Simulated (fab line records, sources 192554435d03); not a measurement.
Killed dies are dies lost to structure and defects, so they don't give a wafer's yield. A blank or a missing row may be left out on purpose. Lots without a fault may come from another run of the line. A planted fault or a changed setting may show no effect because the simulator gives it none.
fab line records | flow n5_finfet
record lots=5 wafers=15 last_day=18
route steps=1938 shown BEOL_M6@1245 BEOL_M7@1263
lots that met no fault: from a run of the same line without faults
start_h: hours from the record's first day to the start of the lot's first wafer shown | wait_h: hours since the lot's step before | " the same as in the row above | L1.1+2: a row that stands for several wafers | - no value, or no start given | * or withheld: withheld | < > ~ a bound
route shown NAME@n: a module of which the file shows steps, and the number in the route of the first | usual: mean/standard deviation of fault-free wafers | same: alike in all rows | chamber/n: place in a boat | sites: the reading at each site | _std_site: their standard deviation | _edge_site: outer sites' mean less inner sites' | radius_mm: how far each site lies from the wafer's centre | mask NAME#n: copy n | behind: the tool/chamber that last shaped the wafer | hold: why the lot was held/for how many hours/how that ended | device: the transistor (n, p or np) that didn't switch | end of line: the same wafers' tests at the end of the route | a step without rows: its recipe alone | killed: dies lost to structure and defects at the first sort, not the wafer's yield | map: a wafer's dies, x killed, . not, _ none there
set.NAME: the setting as run; set.NAME@STEP: as run at that earlier step | model.NAME: the simulator's own value behind a step, which no gauge read
lots at some steps of the route; a table a step, a row a wafer
services: from which hour (start_h, from the record's first day; less than 0 if before it) a tool's chamber was out of use, for how many hours, and why
## steps
# step N5_BEOL_M6_PRECLEAN_42
# recipe chemistry=residue_remover time_s=60 temp_c=40
# columns lot.wafer tool chamber start_h wait_h
L081.1+2+3 wet_bench-01 3,2,1 296.17 0.0
L084.2+4+6 wet_bench-03 5,0,6 302.65 0.0
L086.1+2+6 wet_bench-03 6,0,1 338.04 0.0
L088.1+2+4 wet_bench-03 4,3,5 342.43 0.0
L092.1+2+4 wet_bench-01 7,5,0 344.29 0.0
# step N5_BEOL_M6_SRD_43
# recipe time_s=30 temp_c=23 rinse_liquid=diw dry=ipa_marangoni
# columns lot.wafer tool chamber start_h wait_h
L081.1+2+3 wet_bench-01 3,2,1 296.19 0.0
L084.2+4+6 wet_bench-03 5,0,6 302.67 0.0
L086.1+2+6 wet_bench-03 6,0,1 338.06 0.0
L088.1+2+4 wet_bench-03 4,3,5 342.45 0.0
L092.1+2+4 wet_bench-01 7,5,0 344.31 0.0
# step N5_BEOL_M6_CD_MEAS_35
# recipe target_cd_nm=40 target_cd_y_nm=28 polarity=opening
# usual cd_nm=40.0/0.48
# columns lot.wafer tool chamber start_h wait_h cd_nm
L081.1 cd_sem-01 - 296.23 0.0 39.4
L081.2 " - " " 39.9
L081.3 " - " " 40.0
L084.2 cd_sem-03 - 302.71 0.0 40.4
L084.4 " - " " 39.7
L084.6 " - " " 40.1
L086.1 cd_sem-01 - 338.10 0.0 39.9
L086.2 " - " " 39.6
L086.6 " - " " 39.3
L088.1 cd_sem-02 - 342.49 0.0 39.0
L088.2 " - " " 39.4
L088.4 " - " " 39.5
L092.1 cd_sem-02 - 344.35 0.0 39.0
L092.2 " - " " 40.2
L092.4 " - " " 39.6
# step N5_BEOL_M6_CURE_75
# recipe temp_c=370 time_s=120 ambient=DMADMS/He material=SiCOH_lowk
# usual lamp_power_pct=52.31/0.053 wafer_temp_C_max=371.9/0.9
# columns lot.wafer tool chamber start_h wait_h lamp_power_pct wafer_temp_C_max
L081.1 uv_cure-03 1 296.27 0.0 52.28 371.0
L081.2 " 1 " " 52.31 371.3
L081.3 " 1 " " 52.39 371.0
L084.2 uv_cure-01 2 302.80 0.1 52.26 371.2
L084.4 " 2 " " 52.33 371.2
L084.6 " 2 " " 52.25 371.6
L086.1 uv_cure-01 1 338.14 0.0 52.37 372.2
L086.2 " 1 " " 52.29 374.4
L086.6 " 1 " " 52.27 372.9
L088.1 uv_cure-02 0 342.53 0.0 52.27 372.3
L088.2 " 0 " " 52.41 373.0
L088.4 " 0 " " 52.28 372.5
L092.1 uv_cure-01 2 344.39 0.0 52.29 371.2
L092.2 " 2 " " 52.19 371.3
L092.4 " 2 " " 52.37 371.0
# step N5_BEOL_M6_DEGAS_44
# recipe ambient=vacuum temp_c=250 time_s=60
# usual heater_power_w=327/44
# columns lot.wafer tool chamber start_h wait_h heater_power_w
L081.1 pvd_sputter-01 - 296.74 0.4 333
L081.2 " - " " 344
L081.3 " - " " 266
L084.2 pvd_sputter-01 - 303.11 0.3 271
L084.4 " - " " 334
L084.6 " - " " 330
L086.1 pvd_sputter-02 - 338.67 0.5 265
L086.2 " - " " 288
L086.6 " - " " 397
L088.1 pvd_sputter-03 - 343.33 0.7 387
L088.2 " - " " 343
L088.4 " - " " 313
L092.1 pvd_sputter-01 - 346.45 2.0 274
L092.2 " - " " 329
L092.4 " - " " 283
# step N5_BEOL_M6_PRE_CLEAN_45
# recipe gas=H2/He time_s=30 temp_c=250
# usual heater_power_w=327/44
# columns lot.wafer tool chamber start_h wait_h heater_power_w
L081.1 pvd_sputter-01 - 296.78 0.0 347
L081.2 " - " " 342
L081.3 " - " " 275
L084.2 pvd_sputter-01 - 303.15 0.0 270
L084.4 " - " " 339
L084.6 " - " " 333
L086.1 pvd_sputter-02 - 338.71 0.0 271
L086.2 " - " " 275
L086.6 " - " " 390
L088.1 pvd_sputter-03 - 343.37 0.0 374
L088.2 " - " " 349
L088.4 " - " " 318
L092.1 pvd_sputter-01 - 346.49 0.0 284
L092.2 " - " " 341
L092.4 " - " " 282
# step N5_BEOL_M6_ALD_77
# recipe material=TaN target_thk_a=20 temp_c=275 ald_precursor_family=PDMAT ald_co_reactant=NH3 pressure_torr=3 carrier_flow_sccm=1500 pulse_time_s=2 purge_time_s=3 co_reactant_purge_time_s=2 co_reactant_pulse_time_s=3 ald_cycles=40 precursor_vessel_temp_c=75 precursor_vessel_pressure_torr=26.25 precursor_vessel_carrier_sccm=1000
# usual heater_power_w=419/37 precursor_vessel_pressure_torr=26.26/0.053
# same ald_cycles=40 pulse_time_s=2
# columns lot.wafer tool chamber start_h wait_h heater_power_w precursor_vessel_pressure_torr
L081.1 ald_metal-04 2 296.84 0.0 460 26.28
L081.2 " 1 " " 381 26.24
L081.3 " 0 " " 395 26.32
L084.2 ald_metal-04 3 303.21 0.0 419 26.26
L084.4 " 1 " " 390 26.33
L084.6 " 2 " " 459 26.24
L086.1 ald_metal-01 0 338.77 0.0 373 26.19
L086.2 " 1 " " 425 26.22
L086.6 " 2 " " 473 26.30
L088.1 ald_metal-01 2 343.58 0.2 468 26.34
L088.2 " 3 " " 424 26.19
L088.4 " 0 " " 368 26.27
L092.1 ald_metal-01 2 346.55 0.0 482 26.30
L092.2 " 3 " " 413 26.28
L092.4 " 0 " " 376 26.40
# step N5_BEOL_M6_SURFACE_TREAT_79
# recipe gas=Ar time_s=* ion_energy_ev=* ion_current_ma_cm2=0.5 pressure_mtorr=* ar_flow_sccm=30
# usual throttle_valve_pct=*
# columns lot.wafer tool chamber start_h wait_h throttle_valve_pct
L081.1 pvd_sputter-03 - 297.14 0.2 *
L081.2 " - " " *
L081.3 " - " " *
L084.2 pvd_sputter-03 - 303.49 0.2 *
L084.4 " - " " *
L084.6 " - " " *
L086.1 pvd_sputter-03 - 339.13 0.2 *
L086.2 " - " " *
L086.6 " - " " *
L088.1 pvd_sputter-03 - 343.95 0.2 *
L088.2 " - " " *
L088.4 " - " " *
L092.1 pvd_sputter-02 - 346.85 0.2 *
L092.2 " - " " *
L092.4 " - " " *
# step N5_BEOL_M6_CVD_78
# recipe material=Co target_thk_a=20 temp_c=withheld precursor=CCTBA/H2 pressure_torr=30 time_s=142.3
# columns lot.wafer tool chamber start_h wait_h
L081.1+2+3 cvd_co-02 0,1,2 297.20 0.0
L084.2+4+6 cvd_co-02 0,0,2 303.55 0.0
L086.1+2+6 cvd_co-02 1,2,2 339.19 0.0
L088.1+2+4 cvd_co-02 2,0,1 344.11 0.1
L092.1+2+4 cvd_co-02 0,1,2 346.91 0.0
# step N5_BEOL_M6_SPUTTER_48
# recipe material=Cu target_thk_a=100 temp_c=-20 bias_v=60 power_w=26000 chamber_pressure_pa=0.13 time_s=1.667
# usual bias_v=59.9/0.63 throttle_valve_pct=30.5/0.8
# columns lot.wafer tool chamber start_h wait_h bias_v throttle_valve_pct
L081.1 pvd_sputter-01 - 297.38 0.1 59.0 29.0
L081.2 " - " " 59.2 31.3
L081.3 " - " " 60.2 31.2
L084.2 pvd_sputter-01 - 303.66 0.1 60.1 31.3
L084.4 " - " " 61.4 31.3
L084.6 " - " " 60.3 31.4
L086.1 pvd_sputter-01 - 339.36 0.1 60.1 31.6
L086.2 " - " " 60.5 31.4
L086.6 " - " " 60.3 31.1
L088.1 pvd_sputter-01 - 344.23 0.1 59.6 28.8
L088.2 " - " " 59.3 31.2
L088.4 " - " " 60.2 31.4
L092.1 pvd_sputter-01 - 347.04 0.1 60.8 29.1
L092.2 " - " " 59.9 31.2
L092.4 " - " " 60.1 31.5
# step N5_BEOL_M6_ECD_50
# recipe material=Cu target_thk_a=3000
# columns lot.wafer tool chamber start_h wait_h
L081.1+2+3 ecd_cu-02 0,1,0 297.50 0.1
L084.2+4+6 ecd_cu-01 1,1,0 303.78 0.1
L086.1+2+6 ecd_cu-01 0,1,0 339.47 0.1
L088.1+2+4 ecd_cu-01 1,0,0 344.34 0.1
L092.1+2+4 ecd_cu-01 0,1,1 347.16 0.1
# step N5_BEOL_M6_ANNEAL_51
# recipe temp_c=225 time_s=90 ambient=N2
# usual wafer_temp_C_max=226.3/0.33
# columns lot.wafer tool chamber start_h wait_h wafer_temp_C_max
L081.1 rtp_anneal-01 0 297.59 0.1 226.3
L081.2 " 0 " " 226.5
L081.3 " 0 " " 226.0
L084.2 rtp_anneal-02 0 303.92 0.1 226.6
L084.4 " 0 " " 226.7
L084.6 " 0 " " 226.0
L086.1 rtp_anneal-02 0 339.84 0.3 226.5
L086.2 " 0 " " 225.9
L086.6 " 0 " " 226.3
L088.1 rtp_anneal-02 0 345.23 0.9 226.6
L088.2 " 0 " " 227.1
L088.4 " 0 " " 226.9
L092.1 rtp_anneal-02 0 347.25 0.1 226.7
L092.2 " 0 " " 226.0
L092.4 " 0 " " 227.1
# step N5_BEOL_M6_CMP_52
# recipe stop_on=SiCOH_lowk t_overpolish_s=6.9 down_force_psi=1 platen_rpm=50 clearing_platen_down_force_psi=1.5 clearing_platen_rpm=50 post_cmp_clean=cu_alkaline target_thk_nm=80 clearing_platen_pad_velocity_m_s=0.99484 pad_velocity_m_s=0.99484
# usual barrier_field_endpoint_s=29.2/0.67 motor_current_A=5.9/0.56 overpolish_run_s=6.900/0.0084 time_to_endpoint_s=63.7/2.6
# columns lot.wafer tool chamber start_h wait_h barrier_field_endpoint_s motor_current_A overpolish_run_s time_to_endpoint_s
L081.2 cmp-01 0 297.92 0.2 29.2 5.7 6.902 65.3
L081.3 " 1 " " 29.2 7.1 6.901 64.4
L081.1 " 2 " " 29.2 5.8 6.908 64.7
L084.4 cmp-01 1 304.17 0.1 29.6 6.9 6.899 62.9
L084.2 " 2 " " 29.9 5.3 6.905 65.9
L084.6 " 1 " " 29.0 6.9 6.903 61.3
L086.2 cmp-04 1 340.13 0.2 28.8 5.1 6.903 64.2
L086.1 " 3 " " 29.9 6.3 6.906 67.8
L086.6 " 1 " " 29.5 5.6 6.896 63.2
L088.2 cmp-04 3 345.56 0.2 28.7 6.5 6.902 65.7
L088.1 " 0 " " 30.0 5.7 6.881 66.7
L088.4 " 1 " " 29.4 5.0 6.888 64.8
L092.2 cmp-04 3 347.55 0.2 29.9 6.4 6.895 67.2
L092.1 " 0 " " 30.3 5.6 6.907 71.0
L092.4 " 2 " " 30.3 5.9 6.897 64.9
# step N5_BEOL_M6_THK_MEAS_53
# recipe thk_meas_gauge=xrf reads=Cu_of_BEOL_M6_ECD_50
# usual M6_THK=77.6/2.1
# columns lot.wafer tool chamber start_h wait_h M6_THK[nm]
L081.1 film_metro-02 - 298.18 - 76.1
L081.2 " - " " 77.9
L081.3 " - " " 76.5
L084.2 film_metro-02 - 304.47 - 78.9
L084.4 " - " " 75.8
L084.6 " - " " 74.3
L086.1 film_metro-01 - 340.43 - 81.2
L086.2 " - " " 78.9
L086.6 " - " " 78.5
L088.1 film_metro-01 - 345.82 - 81.8
L088.2 " - " " 80.1
L088.4 " - " " 79.0
L092.1 film_metro-01 - 347.84 - 76.5
L092.2 " - " " 81.5
L092.4 " - " " 78.4
# step N5_BEOL_M6_PRE_CLEAN_55
# recipe gas=NH3 time_s=15 temp_c=withheld rf_power_w=300
# columns lot.wafer tool chamber start_h wait_h
L081.1+2+3 pecvd-01 0,2,1 298.22 0.0
L084.2+4+6 pecvd-01 1,0,1 304.50 0.0
L086.1+2+6 pecvd-01 0,1,0 340.46 0.0
L088.1+2+4 pecvd-04 1,2,0 345.86 0.0
L092.1+2+4 pecvd-01 2,1,0 347.88 0.0
# step N5_BEOL_M6_DEP_56
# recipe material=SiCN target_thk_a=100 temp_c=withheld precursor=3MS/NH3 pressure_torr=3 rf_w=202 time_s=17.5
# usual showerhead_plenum_p_Torr=3.659/0.011 throttle_valve_pct=9.1/0.58
# columns lot.wafer tool chamber start_h wait_h showerhead_plenum_p_Torr throttle_valve_pct
L081.1 pecvd-01 0 298.24 0.0 3.676 9.3
L081.2 " 2 " " 3.668 8.2
L081.3 " 1 " " 3.656 9.8
L084.2 pecvd-01 1 304.53 0.0 3.654 9.8
L084.4 " 0 " " 3.667 9.1
L084.6 " 1 " " 3.647 10.0
L086.1 pecvd-01 0 340.49 0.0 3.668 9.2
L086.2 " 1 " " 3.659 10.0
L086.6 " 0 " " 3.665 9.2
L088.1 pecvd-04 1 345.88 0.0 3.654 9.1
L088.2 " 2 " " 3.661 9.3
L088.4 " 0 " " 3.642 9.1
L092.1 pecvd-01 2 347.91 0.0 3.672 7.9
L092.2 " 1 " " 3.666 9.6
L092.4 " 0 " " 3.662 9.3
# step N5_BEOL_M6_RS_MEAS_57
# recipe thk_meas_gauge=four-point-probe reads=Cu_of_BEOL_M6_ECD_50+Co_of_BEOL_M6_CVD_78+TaN_of_BEOL_M6_ALD_77
# usual M6_RS=0.286/0.0084
# columns lot.wafer tool chamber start_h wait_h M6_RS[ohm/sq]
L081.1 film_metro-02 - 298.31 0.1 0.290
L081.2 " - " " 0.281
L081.3 " - " " 0.288
L084.2 film_metro-01 - 304.60 0.1 0.278
L084.4 " - " " 0.292
L084.6 " - " " 0.297
L086.1 film_metro-01 - 340.56 0.1 0.271
L086.2 " - " " 0.281
L086.6 " - " " 0.281
L088.1 film_metro-02 - 345.95 0.1 0.271
L088.2 " - " " 0.278
L088.4 " - " " 0.281
L092.1 film_metro-02 - 347.97 0.1 0.290
L092.2 " - " " 0.268
L092.4 " - " " 0.281
# step N5_BEOL_M6_INSPECT_58
# recipe inspect_instrument=darkfield mode=post_dep
# usual raw_defect_count=68/23
# columns lot.wafer tool chamber start_h wait_h raw_defect_count
L081.1 defect_inspect-01 - 298.34 0.0 116
L081.2 " - " " 89
L081.3 " - " " 99
L084.2 defect_inspect-02 - 304.62 0.0 51
L084.4 " - " " 57
L084.6 " - " " 64
L086.1 defect_inspect-02 - 340.58 0.0 67
L086.2 " - " " 55
L086.6 " - " " 55
L088.1 defect_inspect-02 - 345.98 0.0 87
L088.2 " - " " 113
L088.4 " - " " 91
L092.1 defect_inspect-01 - 348.00 0.0 67
L092.2 " - " " 47
L092.4 " - " " 55
# step N5_BEOL_M7_ILD_DEP_00
# recipe material=SiCOH_lowk target_thk_a=1797.5 temp_c=300 precursor=DEMS/porogen pressure_torr=5 rf_w=500 time_s=33.4
# usual heater_power_w=287/54 showerhead_plenum_p_Torr=5.739/0.016 throttle_valve_pct=14.0/0.83
# columns lot.wafer tool chamber start_h wait_h heater_power_w showerhead_plenum_p_Torr throttle_valve_pct
L081.1 pecvd-03 2 298.37 0.0 188 5.744 14.2
L081.2 " 0 " " 331 5.735 13.2
L081.3 " 1 " " 312 5.772 14.7
L084.2 pecvd-01 0 304.66 0.0 237 5.757 14.2
L084.4 " 0 " " 249 5.753 14.6
L084.6 " 2 " " 243 5.741 12.4
L086.1 pecvd-03 1 340.62 0.0 320 5.752 14.4
L086.2 " 2 " " 196 5.746 14.1
L086.6 " 0 " " 330 5.734 13.5
L088.1 pecvd-03 0 346.01 0.0 323 5.732 13.2
L088.2 " 1 " " 278 5.771 14.7
L088.4 " 2 " " 215 5.747 14.0
L092.1 pecvd-03 2 348.04 0.0 209 5.757 14.2
L092.2 " 1 " " 303 5.754 14.4
L092.4 " 1 " " 304 5.764 14.5
# step N5_BEOL_M7_CURE_74
# recipe temp_c=385 time_s=240 ambient=He/Ar material=SiCOH_lowk
# usual lamp_power_pct=52.32/0.061 wafer_temp_C_max=387.0/0.85
# columns lot.wafer tool chamber start_h wait_h lamp_power_pct wafer_temp_C_max
L081.1 uv_cure-02 0 298.44 0.0 52.20 387.6
L081.2 " 0 " " 52.27 387.8
L081.3 " 0 " " 52.27 388.1
L084.2 uv_cure-03 0 304.80 0.1 52.30 386.4
L084.4 " 0 " " 52.23 386.5
L084.6 " 0 " " 52.26 386.8
L086.1 uv_cure-03 1 340.68 0.0 52.20 386.1
L086.2 " 1 " " 52.32 386.9
L086.6 " 1 " " 52.36 386.2
L088.1 uv_cure-03 1 346.08 0.0 52.29 386.2
L088.2 " 1 " " 52.33 386.1
L088.4 " 1 " " 52.33 386.5
L092.1 uv_cure-01 0 348.10 0.0 52.38 386.3
L092.2 " 0 " " 52.27 386.5
L092.4 " 0 " " 52.29 385.9
# step N5_BEOL_M7_THK_MEAS_01
# recipe reads=SiCOH_lowk_of_BEOL_M7_ILD_DEP_00
# usual M7_ILD_THK=155.6/1.8
# columns lot.wafer tool chamber start_h wait_h M7_ILD_THK[nm]
L081.1 film_metro-01 - 299.43 0.8 156.1
L081.2 " - " " 157.3
L081.3 " - " " 156.5
L084.2 film_metro-01 - 305.24 0.4 154.3
L084.4 " - " " 157.3
L084.6 " - " " 158.0
L086.1 film_metro-01 - 341.20 0.4 154.4
L086.2 " - " " 155.2
L086.6 " - " " 157.3
L088.1 film_metro-02 - 346.59 0.4 154.1
L088.2 " - " " 154.2
L088.4 " - " " 159.5
L092.1 film_metro-02 - 348.61 0.4 156.0
L092.2 " - " " 156.8
L092.4 " - " " 159.0
# step N5_BEOL_M7_PECVD_70
# recipe material=SiO2 target_thk_a=200 temp_c=400 precursor=TEOS/O2 pressure_torr=5.5 rf_w=450 teos_flow_sccm=53.8 gas=O2 flow_sccm=3000 time_s=22.7
# usual heater_power_w=671/97 showerhead_plenum_p_Torr=8.77/0.062 throttle_valve_pct=22.6/1.3
# columns lot.wafer tool chamber start_h wait_h heater_power_w showerhead_plenum_p_Torr throttle_valve_pct
L081.1 pecvd-02 1 299.47 0.0 572 8.65 24.0
L081.2 " 2 " " 607 8.78 20.7
L081.3 " 0 " " 825 8.76 23.2
L084.2 pecvd-01 2 305.27 0.0 603 8.79 20.2
L084.4 " 2 " " 634 8.76 20.4
L084.6 " 1 " " 778 8.73 24.1
L086.1 pecvd-01 1 341.23 0.0 752 8.75 24.4
L086.2 " 0 " " 654 8.80 23.1
L086.6 " 2 " " 638 8.79 20.3
L088.1 pecvd-01 2 346.63 0.0 639 8.79 20.2
L088.2 " 1 " " 762 8.75 24.4
L088.4 " 1 " " 766 8.73 24.2
L092.1 pecvd-01 0 348.65 0.0 669 8.82 23.2
L092.2 " 2 " " 681 8.77 20.1
L092.4 " 1 " " 702 8.74 24.4
# step N5_BEOL_M7_HM_DEP_02
# recipe material=TiN target_thk_a=200 temp_c=25 chamber_pressure_pa=0.49996
# usual throttle_valve_pct=30.5/0.79
# columns lot.wafer tool chamber start_h wait_h throttle_valve_pct
L081.1 pvd_sputter-02 - 302.55 3.1 31.7
L081.2 " - " " 29.4
L081.3 " - " " 30.7
L084.2 pvd_sputter-02 - 306.30 1.0 30.5
L084.4 " - " " 29.8
L084.6 " - " " 30.4
L086.1 pvd_sputter-03 - 342.85 1.6 30.2
L086.2 " - " " 29.5
L086.6 " - " " 30.2
L088.1 pvd_sputter-01 - 346.85 0.2 31.3
L088.2 " - " " 28.7
L088.4 " - " " 31.3
L092.1 pvd_sputter-01 - 350.34 1.7 29.1
L092.2 " - " " 31.2
L092.4 " - " " 31.3
# step N5_BEOL_M7_COAT_59
# recipe resist=SOC temp_c=250 time_s=60 spin_rpm=1500 resist_thk_nm=100
# usual dispense_pressure_kPa=49/3.5
# columns lot.wafer tool chamber start_h wait_h dispense_pressure_kPa
L081.1 litho_track-03 0 302.68 0.1 45
L081.2 " 0 " " 45
L081.3 " 0 " " 45
L084.2 litho_track-01 0 306.43 0.1 52
L084.4 " 0 " " 52
L084.6 " 0 " " 52
L086.1 litho_track-01 0 342.97 0.1 52
L086.2 " 0 " " 52
L086.6 " 0 " " 52
L088.1 litho_track-03 0 346.97 0.1 45
L088.2 " 0 " " 45
L088.4 " 0 " " 45
L092.1 litho_track-02 0 350.47 0.1 52
L092.2 " 0 " " 52
L092.4 " 0 " " 52
# step N5_BEOL_M7_COAT_60
# recipe resist=SiARC temp_c=220 time_s=60 spin_rpm=1500 resist_thk_nm=35
# usual dispense_pressure_kPa=49/3.5
# columns lot.wafer tool chamber start_h wait_h dispense_pressure_kPa
L081.1 litho_track-03 0 - - 45
L081.2 " 0 " " 45
L081.3 " 0 " " 45
L084.2 litho_track-01 0 - - 52
L084.4 " 0 " " 52
L084.6 " 0 " " 52
L086.1 litho_track-01 0 - - 52
L086.2 " 0 " " 52
L086.6 " 0 " " 52
L088.1 litho_track-03 0 - - 45
L088.2 " 0 " " 45
L088.4 " 0 " " 45
L092.1 litho_track-02 0 - - 52
L092.2 " 0 " " 52
L092.4 " 0 " " 52
# step N5_BEOL_M7_COAT_05
# recipe resist=CAR-ArF spin_rpm=1500 resist_thk_nm=90
# usual dispense_pressure_kPa=49/3.5
# columns lot.wafer tool chamber start_h wait_h dispense_pressure_kPa
L081.1 litho_track-03 0 - - 45
L081.2 " 0 " " 45
L081.3 " 0 " " 45
L084.2 litho_track-01 0 - - 52
L084.4 " 0 " " 52
L084.6 " 0 " " 52
L086.1 litho_track-01 0 - - 52
L086.2 " 0 " " 52
L086.6 " 0 " " 52
L088.1 litho_track-03 0 - - 45
L088.2 " 0 " " 45
L088.4 " 0 " " 45
L092.1 litho_track-02 0 - - 52
L092.2 " 0 " " 52
L092.4 " 0 " " 52
# step N5_BEOL_M7_EBR_07
# recipe solvent=PGMEA ebr_width_mm=1.5
# same ebr_width_mm=1.5
# columns lot.wafer tool chamber start_h wait_h
L081.1+2+3 litho_track-03 0 - -
L084.2+4+6 litho_track-01 0 - -
L086.1+2+6 litho_track-01 0 - -
L088.1+2+4 litho_track-03 0 - -
L092.1+2+4 litho_track-02 0 - -
# step N5_BEOL_M7_SOFTBAKE_06
# recipe temp_c=110 time_s=60 resist=CAR-ArF
# columns lot.wafer tool chamber start_h wait_h
L081.1+2+3 litho_track-03 0 - -
L084.2+4+6 litho_track-01 0 - -
L086.1+2+6 litho_track-01 0 - -
L088.1+2+4 litho_track-03 0 - -
L092.1+2+4 litho_track-02 0 - -
# step N5_BEOL_M7_EXPOSE_08
# recipe mask_id=M7 na=1.35 source_shape=dipole sigma_inner=0.817 sigma_outer=0.97 polarization=te dose_mj=68.25
# usual stage_vel_mm_s=499.98/0.27
# same dipole_opening_deg=35
# columns lot.wafer tool chamber start_h wait_h mask stage_vel_mm_s
L081.1 arfi_scanner-02 0 302.80 - M7#0 500.27
L081.2 " 0 " " M7#0 499.95
L081.3 " 0 " " M7#0 500.04
L084.2 arfi_scanner-01 0 306.76 - M7#0 500.16
L084.4 " 0 " " M7#0 500.18
L084.6 " 0 " " M7#0 500.18
L086.1 arfi_scanner-01 0 343.09 - M7#0 499.95
L086.2 " 0 " " M7#0 500.26
L086.6 " 0 " " M7#0 500.02
L088.1 arfi_scanner-03 0 347.22 - M7#0 500.55
L088.2 " 0 " " M7#0 500.14
L088.4 " 0 " " M7#0 500.08
L092.1 arfi_scanner-02 0 350.58 - M7#0 499.83
L092.2 " 0 " " M7#0 499.64
L092.4 " 0 " " M7#0 500.10
# step N5_BEOL_M7_PEB_09
# recipe peb_temp_c=withheld peb_time_s=60 resist=CAR-ArF
# columns lot.wafer tool chamber start_h wait_h
L081.1+2+3 litho_track-03 0 302.86 0.1
L084.2+4+6 litho_track-01 0 306.82 0.0
L086.1+2+6 litho_track-02 0 343.15 0.1
L088.1+2+4 litho_track-01 0 347.28 0.1
L092.1+2+4 litho_track-02 0 350.65 0.1
# step N5_BEOL_M7_DEVELOP_10
# recipe develop_time_s=30 developer=TMAH resist=CAR-ArF rinse_liquid=diw dry=air_spin dev_temp_c=23
# columns lot.wafer tool chamber start_h wait_h
L081.1+2+3 litho_track-03 0 - -
L084.2+4+6 litho_track-01 0 - -
L086.1+2+6 litho_track-02 0 - -
L088.1+2+4 litho_track-01 0 - -
L092.1+2+4 litho_track-02 0 - -
# step N5_BEOL_M7_CD_MEAS_11
# recipe target_cd_nm=38.5 landing_energy_ev=500 detector=se_inlens polarity=opening
# usual cd_nm=38.5/0.45
# same landing_energy_ev=500
# columns lot.wafer tool chamber start_h wait_h cd_nm
L081.1 cd_sem-03 0 302.93 - 38.0
L081.2 " 0 " " 37.7
L081.3 " 0 " " 38.5
L084.2 cd_sem-03 0 306.89 - 37.4
L084.4 " 0 " " 38.2
L084.6 " 0 " " 38.3
L086.1 cd_sem-03 0 343.22 - 37.8
L086.2 " 0 " " 38.3
L086.6 " 0 " " 38.4
L088.1 cd_sem-03 0 347.34 - 37.9
L088.2 " 0 " " 37.9
L088.4 " 0 " " 38.2
L092.1 cd_sem-02 0 350.71 - 38.9
L092.2 " 0 " " 38.8
L092.4 " 0 " " 38.7
# step N5_BEOL_M7_OVL_MEAS_12
# recipe points_per_wafer=44
# usual M7_OVL=-0.3/0.84
# columns lot.wafer tool chamber start_h wait_h M7_OVL[nm]
L081.1 overlay-02 0 302.96 0.0 -0.4
L081.2 " 0 " " 0.3
L081.3 " 0 " " -1.0
L084.2 overlay-01 0 306.92 0.0 0.7
L084.4 " 0 " " 1.0
L084.6 " 0 " " 0.3
L086.1 overlay-02 0 343.25 0.0 -0.4
L086.2 " 0 " " -0.3
L086.6 " 0 " " -0.5
L088.1 overlay-02 0 347.37 0.0 0.6
L088.2 " 0 " " 0.1
L088.4 " 0 " " 0.0
L092.1 overlay-02 0 350.74 0.0 0.4
L092.2 " 0 " " -0.8
L092.4 " 0 " " -0.5
# step N5_BEOL_M7_INSPECT_13
# recipe mode=adi inspect_instrument=brightfield
# usual raw_defect_count=422/120
# columns lot.wafer tool chamber start_h wait_h raw_defect_count
L081.1 defect_inspect-02 - 302.98 0.0 645
L081.2 " - " " 642
L081.3 " - " " 501
L084.2 defect_inspect-02 - 306.94 0.0 271
L084.4 " - " " 261
L084.6 " - " " 352
L086.1 defect_inspect-01 - 343.27 0.0 468
L086.2 " - " " 511
L086.6 " - " " 442
L088.1 defect_inspect-01 - 347.40 0.0 750
L088.2 " - " " 700
L088.4 " - " " 589
L092.1 defect_inspect-02 - 350.77 0.0 385
L092.2 " - " " 323
L092.4 " - " " 481
# step N5_BEOL_M7_DESCUM_16
# recipe chemistry=O2 time_s=7.9 source_power_w=50 bias_power_w=20 pressure_mtorr=20 rf_frequency_hz=2.712e+07 temp_c=40 resist=CAR-ArF o2_flow_sccm=225
# usual drypump_motor_current_A=5.7/0.33 o2_flow_sccm=225.0/0.63 oes_product_au=0.81/0.1 rf_vpp_V=242.9/1.6 showerhead_plenum_p_Torr=2.07/0.086 throttle_valve_pct=20.43/0.26
# columns lot.wafer tool chamber start_h wait_h drypump_motor_current_A o2_flow_sccm oes_product_au rf_hours_counter_h rf_vpp_V showerhead_plenum_p_Torr throttle_valve_pct
L081.1 rie_diel-05 0 303.01 0.0 5.8 224.9 0.91 28 242.8 2.05 20.43
L081.2 " 2 " " 5.2 225.1 0.73 181 241.0 2.00 20.99
L081.3 " 1 " " 5.3 225.3 0.71 183 242.0 2.08 20.37
L084.2 rie_diel-02 2 307.15 0.2 6.1 225.4 0.75 179 244.8 2.17 20.10
L084.4 " 3 " " 5.2 224.7 0.77 - 241.7 1.92 20.38
L084.6 " 0 " " 5.1 225.9 0.73 - 244.9 2.16 20.22
L086.1 rie_diel-05 2 343.54 0.3 5.2 224.6 0.72 191 243.3 2.00 21.00
L086.2 " 0 " " 5.9 224.8 0.90 39 244.5 2.05 20.47
L086.6 " 0 " " 5.9 224.9 0.90 - 242.1 2.05 20.47
L088.1 rie_diel-02 1 347.60 0.2 5.9 224.9 0.86 48 243.9 2.13 20.30
L088.2 " 0 " " 5.1 225.0 0.72 217 244.0 2.16 20.23
L088.4 " 2 " " 6.1 224.6 0.74 191 244.3 2.16 20.11
L092.1 rie_diel-06 0 350.80 0.0 5.9 225.5 0.69 239 240.4 1.97 20.67
L092.2 " 3 " " 5.7 224.4 0.99 2 240.9 2.04 20.47
L092.4 " 1 " " 5.6 225.0 0.84 62 241.9 2.03 20.50
## services
# columns tool chamber start_h hours kind
arfi_scanner-01 0 274.43 - calibration
pecvd-03 2 275.97 5.5 scheduled_down
pecvd-03 1 277.89 12.2 repair
pecvd-01 0 279.29 5.0 scheduled_down
arfi_scanner-03 - 281.68 28.1 repair
arfi_scanner-02 - 284.16 0.5 repair
arfi_scanner-01 - 286.12 1.0 pm
cmp-01 - 293.49 4.0 pm
arfi_scanner-01 - 293.50 0.8 pm
arfi_scanner-02 - 296.26 0.2 repair
arfi_scanner-02 - 300.66 1.3 pm
arfi_scanner-01 - 302.33 1.3 pm
arfi_scanner-02 - 303.63 3.1 pm
rie_diel-02 1 304.26 7.9 repair
arfi_scanner-03 - 309.80 1.3 pm
rie_diel-06 3 318.44 5.6 repair
arfi_scanner-01 - 328.76 1.6 repair
cmp-01 - 329.22 0.7 repair
arfi_scanner-01 - 330.41 1.0 pm
arfi_scanner-03 - 335.73 3.9 pm
ald_metal-04 - 337.25 14.0 pm
arfi_scanner-03 - 341.76 0.8 pm
arfi_scanner-03 - 347.62 1.0 pm
pvd_sputter-03 - 347.98 6.3 repair
## key
fault none
